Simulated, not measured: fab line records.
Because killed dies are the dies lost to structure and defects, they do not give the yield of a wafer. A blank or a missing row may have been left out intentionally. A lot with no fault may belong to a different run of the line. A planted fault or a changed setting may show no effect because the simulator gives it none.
Lot-split experiment || flow n5Finfet || route with 1938 steps; 7 lots, 39 wafers read

== THE SPLIT ==
At N5_BEOL_M2_TRENCH_ETCH_37 (etches SiOC in C4F6/O2, target depth 55.555 nm, time 29.2 s), the setting timeS was moved away from the recipe's 29.2 s on 15 of the 39 wafers read, by -47.5% to +50.5%. The other wafers ran this setting at the recipe's value.

== FROM THE SPLIT TO THE READING: what the file shows between them, 4 steps ==
- N5_BEOL_M2_ETCH_41: etches SiCN in CH3F/O2, target depth 29.9 nm, time 52.5 s
- N5_BEOL_M2_STRIP_97: strips in N2/H2, time 10 s
- N5_BEOL_M2_ECD_50: material Cu, target thk 300 nm
- N5_BEOL_M2_ANNEAL_51: time 90 s

== THE READING ==
Cu_of_BEOL_M2_ECD_50.thkNm (the simulator's own value, which no gauge read), in nm, at N5_BEOL_M2_CMP_52 (polishes, stops on SiOC, t overpolish 6.8 s, target thk 40 nm). There is no usual value for it anywhere in the file. Across the 24 wafers here that went through the recipe, the average is 39.7 nm and the standard deviation 1.4 nm.

{"wafer": "L074.4", "tool, chamber at the split": "rieDiel-02, 3", "timeS as run, s": 43.68, "against the recipe": "+49.6%", "Cu_of_BEOL_M2_ECD_50.thkNm, nm": 66, "against lot-mates on the recipe": "+24.3"}
{"wafer": "L074.2", "tool, chamber at the split": "rieDiel-02, 2", "timeS as run, s": 43.68, "against the recipe": "+49.6%", "Cu_of_BEOL_M2_ECD_50.thkNm, nm": 67.6, "against lot-mates on the recipe": "+25.9"}
{"wafer": "L074.3", "tool, chamber at the split": "rieDiel-02, 0", "timeS as run, s": 29.2, "against the recipe": "recipe", "Cu_of_BEOL_M2_ECD_50.thkNm, nm": 42.6, "against lot-mates on the recipe": "-"}
{"wafer": "L074.1", "tool, chamber at the split": "rieDiel-02, 1", "timeS as run, s": 43.68, "against the recipe": "+49.6%", "Cu_of_BEOL_M2_ECD_50.thkNm, nm": 68.2, "against lot-mates on the recipe": "+26.5"}
{"wafer": "L074.5", "tool, chamber at the split": "rieDiel-02, 0", "timeS as run, s": 29.2, "against the recipe": "recipe", "Cu_of_BEOL_M2_ECD_50.thkNm, nm": 42.4, "against lot-mates on the recipe": "-"}
{"wafer": "L074.6", "tool, chamber at the split": "rieDiel-02, 1", "timeS as run, s": 29.2, "against the recipe": "recipe", "Cu_of_BEOL_M2_ECD_50.thkNm, nm": 40, "against lot-mates on the recipe": "-"}
{"wafer": "L077.3", "tool, chamber at the split": "rieDiel-02, 2", "timeS as run, s": 29.2, "against the recipe": "recipe", "Cu_of_BEOL_M2_ECD_50.thkNm, nm": 39.4, "against lot-mates on the recipe": "-"}
{"wafer": "L077.5", "tool, chamber at the split": "rieDiel-02, 1", "timeS as run, s": 29.2, "against the recipe": "recipe", "Cu_of_BEOL_M2_ECD_50.thkNm, nm": 39.4, "against lot-mates on the recipe": "-"}
{"wafer": "L077.4", "tool, chamber at the split": "rieDiel-02, 3", "timeS as run, s": 29.2, "against the recipe": "recipe", "Cu_of_BEOL_M2_ECD_50.thkNm, nm": 37.8, "against lot-mates on the recipe": "-"}
{"wafer": "L077.2", "tool, chamber at the split": "rieDiel-02, 0", "timeS as run, s": 29.2, "against the recipe": "recipe", "Cu_of_BEOL_M2_ECD_50.thkNm, nm": 41, "against lot-mates on the recipe": "-"}
{"wafer": "L077.1", "tool, chamber at the split": "rieDiel-02, 1", "timeS as run, s": 29.2, "against the recipe": "recipe", "Cu_of_BEOL_M2_ECD_50.thkNm, nm": 37.6, "against lot-mates on the recipe": "-"}
{"wafer": "L077.6", "tool, chamber at the split": "rieDiel-02, 2", "timeS as run, s": 29.2, "against the recipe": "recipe", "Cu_of_BEOL_M2_ECD_50.thkNm, nm": 38.2, "against lot-mates on the recipe": "-"}
{"wafer": "L079.3", "tool, chamber at the split": "rieDiel-02, 0", "timeS as run, s": 43.94, "against the recipe": "+50.5%", "Cu_of_BEOL_M2_ECD_50.thkNm, nm": 68.2, "against lot-mates on the recipe": "+29.7"}
{"wafer": "L079.2", "tool, chamber at the split": "rieDiel-02, 2", "timeS as run, s": 29.2, "against the recipe": "recipe", "Cu_of_BEOL_M2_ECD_50.thkNm, nm": 38.4, "against lot-mates on the recipe": "-"}
{"wafer": "L079.1", "tool, chamber at the split": "rieDiel-02, 3", "timeS as run, s": 43.94, "against the recipe": "+50.5%", "Cu_of_BEOL_M2_ECD_50.thkNm, nm": 65.4, "against lot-mates on the recipe": "+26.9"}
{"wafer": "L079.4", "tool, chamber at the split": "rieDiel-02, 1", "timeS as run, s": 43.94, "against the recipe": "+50.5%", "Cu_of_BEOL_M2_ECD_50.thkNm, nm": 67, "against lot-mates on the recipe": "+28.5"}
{"wafer": "L079.6", "tool, chamber at the split": "rieDiel-02, 3", "timeS as run, s": 29.2, "against the recipe": "recipe", "Cu_of_BEOL_M2_ECD_50.thkNm, nm": 37.6, "against lot-mates on the recipe": "-"}
{"wafer": "L079.5", "tool, chamber at the split": "rieDiel-02, 0", "timeS as run, s": 29.2, "against the recipe": "recipe", "Cu_of_BEOL_M2_ECD_50.thkNm, nm": 39.4, "against lot-mates on the recipe": "-"}
{"wafer": "L081.1", "tool, chamber at the split": "rieDiel-05, 3", "timeS as run, s": 29.2, "against the recipe": "recipe", "Cu_of_BEOL_M2_ECD_50.thkNm, nm": 38.6, "against lot-mates on the recipe": "-"}
{"wafer": "L081.2", "tool, chamber at the split": "rieDiel-05, 0", "timeS as run, s": 29.2, "against the recipe": "recipe", "Cu_of_BEOL_M2_ECD_50.thkNm, nm": 39.8, "against lot-mates on the recipe": "-"}
{"wafer": "L081.4", "tool, chamber at the split": "rieDiel-05, 2", "timeS as run, s": 29.2, "against the recipe": "recipe", "Cu_of_BEOL_M2_ECD_50.thkNm, nm": 38.8, "against lot-mates on the recipe": "-"}
{"wafer": "L083.4", "tool, chamber at the split": "rieDiel-05, 1", "timeS as run, s": 35.72, "against the recipe": "+22.3%", "Cu_of_BEOL_M2_ECD_50.thkNm, nm": 53.2, "against lot-mates on the recipe": "+13.7"}
{"wafer": "L083.1", "tool, chamber at the split": "rieDiel-05, 3", "timeS as run, s": 29.2, "against the recipe": "recipe", "Cu_of_BEOL_M2_ECD_50.thkNm, nm": 39, "against lot-mates on the recipe": "-"}
{"wafer": "L083.2", "tool, chamber at the split": "rieDiel-05, 2", "timeS as run, s": 35.72, "against the recipe": "+22.3%", "Cu_of_BEOL_M2_ECD_50.thkNm, nm": 54, "against lot-mates on the recipe": "+14.5"}
{"wafer": "L083.3", "tool, chamber at the split": "rieDiel-05, 0", "timeS as run, s": 29.2, "against the recipe": "recipe", "Cu_of_BEOL_M2_ECD_50.thkNm, nm": 40.2, "against lot-mates on the recipe": "-"}
{"wafer": "L083.6", "tool, chamber at the split": "rieDiel-05, 0", "timeS as run, s": 29.2, "against the recipe": "recipe", "Cu_of_BEOL_M2_ECD_50.thkNm, nm": 39.2, "against lot-mates on the recipe": "-"}
{"wafer": "L083.5", "tool, chamber at the split": "rieDiel-05, 1", "timeS as run, s": 35.72, "against the recipe": "+22.3%", "Cu_of_BEOL_M2_ECD_50.thkNm, nm": 51.2, "against lot-mates on the recipe": "+11.7"}
{"wafer": "L091.2", "tool, chamber at the split": "rieDiel-05, 2", "timeS as run, s": 37.63, "against the recipe": "+28.9%", "Cu_of_BEOL_M2_ECD_50.thkNm, nm": 57, "against lot-mates on the recipe": "+16.5"}
{"wafer": "L091.4", "tool, chamber at the split": "rieDiel-05, 3", "timeS as run, s": 37.63, "against the recipe": "+28.9%", "Cu_of_BEOL_M2_ECD_50.thkNm, nm": 57.4, "against lot-mates on the recipe": "+16.9"}
{"wafer": "L091.3", "tool, chamber at the split": "rieDiel-05, 1", "timeS as run, s": 29.2, "against the recipe": "recipe", "Cu_of_BEOL_M2_ECD_50.thkNm, nm": 40.6, "against lot-mates on the recipe": "-"}
{"wafer": "L091.1", "tool, chamber at the split": "rieDiel-05, 0", "timeS as run, s": 37.63, "against the recipe": "+28.9%", "Cu_of_BEOL_M2_ECD_50.thkNm, nm": 55.8, "against lot-mates on the recipe": "+15.3"}
{"wafer": "L091.5", "tool, chamber at the split": "rieDiel-05, 2", "timeS as run, s": 29.2, "against the recipe": "recipe", "Cu_of_BEOL_M2_ECD_50.thkNm, nm": 39.6, "against lot-mates on the recipe": "-"}
{"wafer": "L091.6", "tool, chamber at the split": "rieDiel-05, 3", "timeS as run, s": 29.2, "against the recipe": "recipe", "Cu_of_BEOL_M2_ECD_50.thkNm, nm": 41.2, "against lot-mates on the recipe": "-"}
{"wafer": "L092.4", "tool, chamber at the split": "rieDiel-02, 3", "timeS as run, s": 29.2, "against the recipe": "recipe", "Cu_of_BEOL_M2_ECD_50.thkNm, nm": 39.8, "against lot-mates on the recipe": "-"}
{"wafer": "L092.2", "tool, chamber at the split": "rieDiel-02, 2", "timeS as run, s": 15.34, "against the recipe": "-47.5%", "Cu_of_BEOL_M2_ECD_50.thkNm, nm": 15, "against lot-mates on the recipe": -25.7}
{"wafer": "L092.3", "tool, chamber at the split": "rieDiel-02, 0", "timeS as run, s": 29.2, "against the recipe": "recipe", "Cu_of_BEOL_M2_ECD_50.thkNm, nm": 40.8, "against lot-mates on the recipe": "-"}
{"wafer": "L092.1", "tool, chamber at the split": "rieDiel-02, 1", "timeS as run, s": 15.34, "against the recipe": "-47.5%", "Cu_of_BEOL_M2_ECD_50.thkNm, nm": 13.4, "against lot-mates on the recipe": -27.3}
{"wafer": "L092.6", "tool, chamber at the split": "rieDiel-02, 3", "timeS as run, s": 15.34, "against the recipe": "-47.5%", "Cu_of_BEOL_M2_ECD_50.thkNm, nm": 13.4, "against lot-mates on the recipe": -27.3}
{"wafer": "L092.5", "tool, chamber at the split": "rieDiel-02, 2", "timeS as run, s": 29.2, "against the recipe": "recipe", "Cu_of_BEOL_M2_ECD_50.thkNm, nm": 41.4, "against lot-mates on the recipe": "-"}

THE FIT
A straight line over all 39 wafers: Cu_of_BEOL_M2_ECD_50.thkNm changes by +0.55 nm for each +1% of timeS; r = +1.00; the points scatter about the line by 1.3 nm.
The same after taking each lot's own level away (the mean of its wafers on the recipe; 39 wafers): +0.552 nm for each +1%; r = +1.00; scatter 1.1 nm.
Per that fit: largest timeS move, reading shift of 28 nm.
The lots' own levels span 38.47 to 41.67 nm, that is 2.4 times the standard deviation above.
The two slopes are in agreement: the lot-to-lot level therefore moves the slope only a little.
Check: with one of the wafers moved furthest among these (+50.5%) left out of the fit, the line predicts +27.6 nm for it against its lot-mates. Against them it came out at +29.7 nm.

== THE WHOLE CHAIN: every reading that the file lists as answering this split, in the file's order ==
{"step": "N5_BEOL_M2_TRENCH_ETCH_37", "what it does": "etches SiOC in C4F6/O2, target depth 55.555 nm, time 29.2 s", "reading": "etch.depthNm (the simulator's own value, which no gauge read)", "change (the file's fit)": "+0.551 nm for each +1% of the setting", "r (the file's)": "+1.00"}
{"step": "N5_BEOL_M2_TRENCH_ETCH_37", "what it does": "etches SiOC in C4F6/O2, target depth 55.555 nm, time 29.2 s", "reading": "BEOL_M2.featureDepthNm (the simulator's own value, which no gauge read)", "change (the file's fit)": "+0.551 nm for each +1% of the setting", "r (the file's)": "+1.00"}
{"step": "N5_BEOL_M2_TRENCH_ETCH_37", "what it does": "etches SiOC in C4F6/O2, target depth 55.555 nm, time 29.2 s", "reading": "TiN_of_BEOL_M2_HM_DEP_02.thkNm (the simulator's own value, which no gauge read)", "change (the file's fit)": "-0.0226 nm for each +1% of the setting", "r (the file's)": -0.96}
{"step": "N5_BEOL_M2_CMP_52", "what it does": "polishes, stops on SiOC, t overpolish 6.8 s, target thk 40 nm", "reading": "Cu_of_BEOL_M2_ECD_50.thkNm (the simulator's own value, which no gauge read)", "change (the file's fit)": "+0.552 nm for each +1% of the setting", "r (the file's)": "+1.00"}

== FILE'S OWN FIT ==
Cu_of_BEOL_M2_ECD_50.thkNm changes by +0.552 nm for each +1% of timeS, r = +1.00.
